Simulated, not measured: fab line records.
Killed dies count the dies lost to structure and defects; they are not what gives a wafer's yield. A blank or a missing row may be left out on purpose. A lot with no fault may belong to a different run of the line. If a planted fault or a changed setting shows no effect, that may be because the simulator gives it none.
fab line records ; flow n5_finfet
record: lots: 11; wafers: 32; last_day: 19
route steps=1938 shown HKMG_FIN@438
lots with no fault: from the same line, run without faults
start_h: the number of hours between the record's first day and the start of the first shown wafer of the lot ; wait_h: hours from the lot's prior step to this one ; " as in the row above ; L1.1+2: several wafers, shown together as one row ; - no value, or no start was given ; * or withheld: withheld ; < > ~ a bound
route shown NAME@n: a module of which the file shows steps, and the number in the route of the first ; usual: average and standard deviation across the fault-free wafers ; same: alike in all rows ; chamber/n: place in a boat ; sites: per-site readings ; _std_site: the standard deviation of these ; _edge_site: inner sites' mean taken away from outer sites' mean ; radius_mm: for every site, how far away it sits from the centre of the wafer ; mask NAME#n: copy n ; behind: tool/chamber where the wafer was last shaped ; hold: why the lot was held/for how many hours/how that ended ; device: whichever transistor did not switch (one of n, p or np) ; end of line: the same wafers' tests at the end of the route ; a step with no rows: only its recipe ; killed: not the wafer's yield, but the dies lost to structure and defects at the first sort ; map: a wafer's dies, marking killed ones x, the rest . and places with no die _
set.NAME: the setting as run; set.NAME@STEP: as run at that earlier step ; model.NAME: the simulator's own value behind a step, which no gauge read
the route's steps for a sample of lots (tables are steps, rows are wafers)
services: a tool's chamber out of use, with start hour (start_h, from the record's first day; less than 0 if before it), hours out, and reason
== steps ==
step: N5_HKMG_FIN_ETCH_35
recipe: chemistry: N2/H2; target: SOC; target_depth_a: 2158; ion_energy_ev: 65; bias_w: 5; source_w: 3000; time_s: 243.4; pressure_mtorr: 30; n2_flow_sccm: 200; h2_flow_sccm: 200
usual: drypump_motor_current_A: 5.50/0.24; h2_flow_sccm: 200.2/0.58; oes_product_au: 0.80/0.077; rf_fwd_power_W: 2993/8.6; rf_vpp_V: 141.7/1; showerhead_plenum_p_Torr: 2.54/0.075; throttle_valve_pct: 17.79/0.21
lot.wafer;tool;chamber;start_h;wait_h;drypump_motor_current_A;h2_flow_sccm;oes_product_au;rf_fwd_power_W;rf_hours_counter_h;rf_vpp_V;showerhead_plenum_p_Torr;throttle_valve_pct
L737.2;rie_diel-06;1;76.80;0.0;5.88;199.1;0.84;3012;54;140.7;2.58;17.48
L737.3;rie_diel-06;0;76.80;0.0;5.52;200.0;0.77;2991;145;139.7;2.43;17.92
L737.5;rie_diel-06;0;76.80;0.0;5.52;201.0;0.76;2994;-;138.6;2.43;17.92
L738.1;rie_diel-03;0;85.18;0.0;5.46;199.6;0.76;2997;132;142.1;2.56;17.72
L738.5;rie_diel-03;0;85.18;0.0;5.47;199.8;0.76;2997;-;141.4;2.56;17.71
L738.6;rie_diel-03;3;85.18;0.0;5.29;200.2;0.91;2982;-;142.9;2.59;17.93
L739.2;rie_diel-06;0;89.68;0.0;5.57;200.1;0.76;3003;149;140.9;2.43;17.93
L739.3;rie_diel-06;3;89.68;0.0;5.31;200.1;0.82;2997;95;141.4;2.57;17.95
L739.5;rie_diel-06;0;89.68;0.0;5.56;200.1;0.76;2996;-;141.1;2.43;17.93
L744.5;rie_diel-06;3;120.50;0.1;5.34;199.5;0.81;2993;-;141.2;2.57;17.98
L744.6;rie_diel-06;2;120.50;0.1;5.29;200.7;0.74;2998;-;141.9;2.53;17.60
L749.2;rie_diel-03;0;149.56;0.0;5.43;198.9;0.73;2990;156;142.4;2.55;17.75
L749.4;rie_diel-03;2;149.56;0.0;5.61;199.6;0.75;2978;136;139.6;2.34;17.81
L749.6;rie_diel-03;1;149.56;0.0;5.46;201.0;0.91;2992;-;141.7;2.58;17.46
L751.1;rie_diel-05;1;158.95;0.0;5.55;200.3;0.69;2995;248;142.3;2.61;18.19
L751.2;rie_diel-05;2;158.95;0.0;5.92;201.2;0.72;2996;191;141.6;2.53;17.65
L751.4;rie_diel-05;3;158.95;0.0;5.61;200.3;0.92;2981;23;141.0;2.60;17.64
L752.1;rie_diel-06;0;166.03;0.0;5.53;201.2;0.75;2978;175;140.8;2.42;17.99
L752.2;rie_diel-06;3;166.03;0.0;5.30;200.2;0.81;2989;121;141.1;2.56;17.99
L752.6;rie_diel-06;1;166.03;0.0;5.89;200.4;0.81;2990;-;143.6;2.57;17.49
L753.2;rie_diel-05;0;175.20;0.0;5.13;199.6;0.74;2991;165;142.3;2.64;18.12
L753.4;rie_diel-05;0;175.20;0.0;5.12;200.5;0.74;3005;-;144.1;2.64;18.12
L753.6;rie_diel-05;3;175.20;0.0;5.60;199.9;0.90;3008;-;141.2;2.59;17.64
L754.2;rie_diel-05;3;178.14;0.0;5.60;200.3;0.91;2981;33;143.2;2.59;17.65
L754.4;rie_diel-05;3;178.14;0.0;5.62;200.2;0.91;2987;-;140.5;2.59;17.66
L754.6;rie_diel-05;2;178.14;0.0;5.93;200.2;0.71;3010;-;142.0;2.52;17.66
L756.1;rie_diel-06;1;192.18;0.0;5.84;200.9;0.80;2989;90;141.1;2.57;17.52
L756.2;rie_diel-06;0;192.18;0.0;5.57;200.5;0.73;2984;185;140.2;2.41;17.99
L756.5;rie_diel-06;1;192.18;0.0;5.87;200.4;0.80;3006;-;141.5;2.57;17.50
L760.1;rie_diel-05;3;217.56;0.0;5.61;199.9;0.87;2981;47;143.2;2.59;17.68
L760.4;rie_diel-05;2;217.56;0.0;5.91;200.6;0.70;2985;212;141.5;2.52;17.70
L760.6;rie_diel-05;0;217.56;0.0;5.10;200.6;0.73;2988;-;143.5;2.63;18.15
step: N5_HKMG_FIN_STRIP_88
recipe: chemistry: N2/H2; power_w: 2500; temp_c: 300; h2_frac: 0.65; time_s: 360; pressure_mtorr: withheld; n2_flow_sccm: 1750; h2_flow_sccm: 3250
usual: drypump_motor_current_A: 5.8/0.66; h2_flow_sccm: 3249/9.9; heater_power_w: 461/76
lot.wafer;tool;chamber;start_h;wait_h;drypump_motor_current_A;h2_flow_sccm;heater_power_w;rf_hours_counter_h
L737.2;plasma_asher-02;0;78.07;0.0;6.1;3242;388;87
L737.3;plasma_asher-02;1;78.07;0.0;6.5;3248;579;-
L737.5;plasma_asher-02;1;78.07;0.0;6.5;3247;584;-
L738.1;plasma_asher-02;1;86.58;0.0;6.5;3230;566;88
L738.5;plasma_asher-02;1;86.58;0.0;6.5;3241;562;-
L738.6;plasma_asher-02;0;86.58;0.0;6.1;3242;393;-
L739.2;plasma_asher-02;1;90.98;0.0;6.5;3269;572;89
L739.3;plasma_asher-02;1;90.98;0.0;6.5;3260;564;-
L739.5;plasma_asher-02;0;90.98;0.0;6.1;3260;395;-
L744.5;plasma_asher-02;1;121.93;0.3;6.5;3262;584;-
L744.6;plasma_asher-02;0;121.93;0.3;6.1;3257;393;-
L749.2;plasma_asher-01;1;150.83;0.0;4.7;3263;482;54
L749.4;plasma_asher-01;0;150.83;0.0;5.8;3260;412;-
L749.6;plasma_asher-01;0;150.83;0.0;5.8;3254;404;-
L751.1;plasma_asher-02;0;160.22;0.0;6.1;3229;375;100
L751.2;plasma_asher-02;1;160.22;0.0;6.5;3253;575;100
L751.4;plasma_asher-02;0;160.22;0.0;6.1;3235;387;-
L752.1;plasma_asher-01;1;167.31;0.0;4.8;3268;487;57
L752.2;plasma_asher-01;0;167.31;0.0;5.8;3245;405;57
L752.6;plasma_asher-01;1;167.31;0.0;4.7;3267;471;-
L753.2;plasma_asher-02;1;176.76;0.0;6.5;3240;589;104
L753.4;plasma_asher-02;0;176.76;0.0;6.1;3230;386;-
L753.6;plasma_asher-02;0;176.76;0.0;6.1;3251;399;-
L754.2;plasma_asher-02;0;179.50;0.0;6.1;3249;378;104
L754.4;plasma_asher-02;0;179.50;0.0;6.1;3243;394;-
L754.6;plasma_asher-02;0;179.50;0.0;6.1;3256;388;-
L756.1;plasma_asher-01;1;193.44;0.0;4.7;3239;477;62
L756.2;plasma_asher-01;0;193.44;0.0;5.8;3251;402;62
L756.5;plasma_asher-01;1;193.44;0.0;4.7;3247;487;-
L760.1;plasma_asher-02;0;218.83;0.0;6.1;3248;391;111
L760.4;plasma_asher-02;1;218.83;0.0;6.5;3250;572;-
L760.6;plasma_asher-02;0;218.83;0.0;6.1;3244;391;-
step: N5_HKMG_FIN_COAT_66
recipe: resist: SOC; temp_c: 250; time_s: 60; spin_rpm: 1500; resist_thk_nm: 300
usual: run_length_s: 66.3/0.32
lot.wafer;tool;chamber;start_h;wait_h;run_length_s
L737.2;litho_track-02;0;78.84;0.2;66.4
L737.3;litho_track-02;0;78.84;0.2;66.6
L737.5;litho_track-02;0;78.84;0.2;66.5
L738.1;litho_track-02;0;87.33;0.2;66.5
L738.5;litho_track-02;0;87.33;0.2;66.5
L738.6;litho_track-02;0;87.33;0.2;66.7
L739.2;litho_track-02;0;91.74;0.2;66.5
L739.3;litho_track-02;0;91.74;0.2;66.4
L739.5;litho_track-02;0;91.74;0.2;66.6
L744.5;litho_track-02;0;122.47;0.0;66.5
L744.6;litho_track-02;0;122.47;0.0;72.3
L749.2;litho_track-02;0;151.61;0.2;66.4
L749.4;litho_track-02;0;151.61;0.2;72.3
L749.6;litho_track-02;0;151.61;0.2;72.4
L751.1;litho_track-04;0;160.97;0.2;66.2
L751.2;litho_track-04;0;160.97;0.2;66.0
L751.4;litho_track-04;0;160.97;0.2;66.1
L752.1;litho_track-01;0;168.07;0.2;66.0
L752.2;litho_track-01;0;168.07;0.2;65.8
L752.6;litho_track-01;0;168.07;0.2;66.2
L753.2;litho_track-01;0;177.52;0.2;65.9
L753.4;litho_track-01;0;177.52;0.2;65.9
L753.6;litho_track-01;0;177.52;0.2;65.8
L754.2;litho_track-04;0;180.27;0.2;65.9
L754.4;litho_track-04;0;180.27;0.2;65.8
L754.6;litho_track-04;0;180.27;0.2;66.1
L756.1;litho_track-04;0;194.20;0.2;65.9
L756.2;litho_track-04;0;194.20;0.2;65.8
L756.5;litho_track-04;0;194.20;0.2;66.1
L760.1;litho_track-04;0;219.59;0.2;65.9
L760.4;litho_track-04;0;219.59;0.2;65.9
L760.6;litho_track-04;0;219.59;0.2;66.0
step: N5_HKMG_FIN_ALD_72
recipe: material: W; target_thk_a: 20; temp_c: 300; pressure_torr: 7.5; ald_precursor_family: WF6; ald_co_reactant: B2H6; pulse_time_s: 1; purge_time_s: 2; co_reactant_purge_time_s: 2; co_reactant_pulse_time_s: 3; ald_cycles: 7
usual: heater_power_w: 466/71; precursor_pulse_height_rel: 0.998/0.02
same: co_reactant_pulse_time_s: 3
lot.wafer;tool;chamber;start_h;wait_h;heater_power_w;precursor_pulse_height_rel
L737.2;cvd_w-01;0;80.00;0.2;384;1.010
L737.3;cvd_w-01;1;80.00;0.2;505;0.989
L737.5;cvd_w-01;0;80.00;0.2;384;0.955
L738.1;cvd_w-02;0;88.59;0.2;471;1.005
L738.5;cvd_w-02;1;88.59;0.2;554;0.987
L738.6;cvd_w-02;0;88.59;0.2;471;0.994
L739.2;cvd_w-01;1;92.91;0.2;530;0.982
L739.3;cvd_w-01;0;92.91;0.2;384;0.972
L739.5;cvd_w-01;0;92.91;0.2;388;1.009
L744.5;cvd_w-01;1;123.66;0.1;528;0.997
L744.6;cvd_w-01;0;123.66;0.1;379;1.005
L749.2;cvd_w-01;1;153.06;0.2;527;0.995
L749.4;cvd_w-01;1;153.06;0.2;513;1.005
L749.6;cvd_w-01;0;153.06;0.2;387;1.000
L751.1;cvd_w-02;1;162.14;0.2;568;0.971
L751.2;cvd_w-02;0;162.14;0.2;473;0.966
L751.4;cvd_w-02;1;162.14;0.2;571;0.989
L752.1;cvd_w-01;0;169.29;0.2;379;0.983
L752.2;cvd_w-01;1;169.29;0.2;527;1.039
L752.6;cvd_w-01;1;169.29;0.2;530;0.975
L753.2;cvd_w-01;1;178.69;0.2;509;1.027
L753.4;cvd_w-01;0;178.69;0.2;387;0.998
L753.6;cvd_w-01;1;178.69;0.2;515;0.985
L754.2;cvd_w-01;1;182.03;0.2;519;1.050
L754.4;cvd_w-01;0;182.03;0.2;386;0.961
L754.6;cvd_w-01;1;182.03;0.2;521;1.031
L756.1;cvd_w-01;0;195.37;0.2;388;0.962
L756.2;cvd_w-01;1;195.37;0.2;524;0.992
L756.5;cvd_w-01;1;195.37;0.2;505;0.993
L760.1;cvd_w-01;0;221.18;0.2;385;0.996
L760.4;cvd_w-01;0;221.18;0.2;384;0.991
L760.6;cvd_w-01;1;221.18;0.2;522;1.017
== services ==
tool;chamber;start_h;hours;kind
rie_diel-03;2;52.97;7.7;repair
litho_track-01;-;56.66;-;consumable_replace:filter
plasma_asher-02;-;60.41;7.1;repair
rie_diel-05;3;74.42;-;clean
rie_diel-05;3;74.42;-;consumable_replace:focus_ring
rie_diel-05;3;74.42;15.5;scheduled_down
rie_diel-05;3;74.42;15.5;vent_cycle
rie_diel-06;1;110.57;8.0;repair
cvd_w-02;-;135.54;1.9;repair
cvd_w-02;-;139.73;2.8;pm
rie_diel-05;1;166.89;-;clean
rie_diel-05;1;166.89;-;consumable_replace:focus_ring
litho_track-02;-;185.61;-;consumable_replace:filter
rie_diel-05;2;191.71;1.3;repair
cvd_w-02;0;214.32;5.9;repair
== key ==
first_sign: step: N5_HKMG_FIN_COAT_66; reading: run_length_s; direction: up; sigmas: 19; usual: *; struck: *
effect none on later readings
met_at N5_HKMG_FIN_COAT_66
struck_lots L744,L749
struck_wafers L744.6,L749.4,L749.6
tester_left_out L744,L749
not_acting_at N5_HKMG_FIN_ETCH_35,N5_HKMG_FIN_STRIP_88,N5_HKMG_FIN_ALD_72
onset_between 91.74 122.47
fault: kind: process_parameter_drift; tool: litho_track-02; chamber: -; onset_h: 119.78; steps: N5_HKMG_FIN_COAT_66; channel: time_s; offset: *; shape: step; end_h: 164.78; scope: struck_wafers_only; acts_in: *; stated: *
tester_left_out: of these lots the tester's yield and bins aren't shown, on N5 and GAA mostly nor the transistor test; their killed dies are dies lost to structure and defects alone, not to doping, threshold or leakage, so they don't give the yield
